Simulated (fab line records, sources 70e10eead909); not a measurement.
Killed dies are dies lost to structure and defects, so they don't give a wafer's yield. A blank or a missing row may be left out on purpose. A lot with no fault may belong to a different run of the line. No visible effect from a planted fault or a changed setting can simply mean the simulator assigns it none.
Problem report, 8D (eight disciplines) form, completed by code + flow nand_harc + the parts of the form that need people (team, actions taken, sign-off) are left out

== 1. WHAT IS WRONG ==
At NHARC_A_ZERO_WELL_INSPECT_17, raw_defect_count averages 804 over 6 wafers from 2 lots, while fault-free wafers read 9, standard deviation 4.8. That is +99 or more standard deviations from the usual mean.
First seen on wafer L802.1, day 10 21:25, on defect_inspect-02. At this step, 39 wafers from 13 lots have a number in the record. Rule for "out" (also "out of limits"): further than 4 standard deviations from the usual mean. All remaining wafers that have a number are taken as sound.

== 2. WHAT IT IS; WHAT IT IS NOT ==
| question                    | is                                   | is not                                                                                             |
|-----------------------------|--------------------------------------|----------------------------------------------------------------------------------------------------|
| which readings at this step | raw_defect_count                     | -                                                                                                  |
| which lots                  | L802, L803                           | L795, L796, L797, L798, L799, L810, L811, L812, L813, L814, L816                                   |
| which wafers of those lots  | all that have a number               | -                                                                                                  |
| read on which gauges        | defect_inspect-01, defect_inspect-02 | -                                                                                                  |
| when                        | from day 10 21:25                    | up to then (15 sound wafers); but 18 sound wafers of L810, L811, L812, L813, L814, L816 came after |

== 3. THE SUSPECTS, EACH WITH WHAT RULES IT OUT ==
Counting: a tool at a process step up to the reading stays a suspect if it ran every lot that is out and no sound lot after the first of them.
- the gauge at NHARC_A_ZERO_WELL_INSPECT_17: ruled out. 2 gauges (defect_inspect-01, defect_inspect-02) read the wafers that are out.
- wet_bench-01 at NHARC_A_ZERO_WELL_PRECLEAN_22 (cleans in SC1, time 60 s): ruled out as a lasting fault. After its first lot that is out, L802 (day 10 21:05), sound lots L812, L813, L814, L816 ran on it.
Left after counting: nothing in the record.

== 4. THE CAUSE (what the simulator had put in) ==
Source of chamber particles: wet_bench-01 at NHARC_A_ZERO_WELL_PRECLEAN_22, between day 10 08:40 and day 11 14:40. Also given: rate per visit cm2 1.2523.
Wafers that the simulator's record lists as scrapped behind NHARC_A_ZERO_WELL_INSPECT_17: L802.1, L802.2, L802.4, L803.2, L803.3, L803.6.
It was ruled out by counting, in error; the rule expects a fault to strike all lots run on its tool from its start on, and this fault did not.

== 5. THE EFFECT CHAIN, in route order ==
Rows list readings where the struck wafers' mean (over those with a number) sits beyond 3 standard deviations from the usual. Only readings for which the record gives a usual standard deviation are gone through. hours: the time from each lot's start at the first step in this table that gives one to its start at this step, as a median over the lots. sigmas: the change in usual standard deviations.
| hours | step                         | reading          | usual | on struck wafers | change | sigmas      |
|-------|------------------------------|------------------|-------|------------------|--------|-------------|
| 0     | NHARC_A_ZERO_WELL_INSPECT_17 | raw_defect_count | 9     | 804              | +794   | +99 or more |

== 6. WHAT WOULD HAVE CAUGHT IT SOONER ==
In this record the first reading out of limits at a measuring or inspecting step was taken at day 10 21:25, 13 hours after the fault began at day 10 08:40.
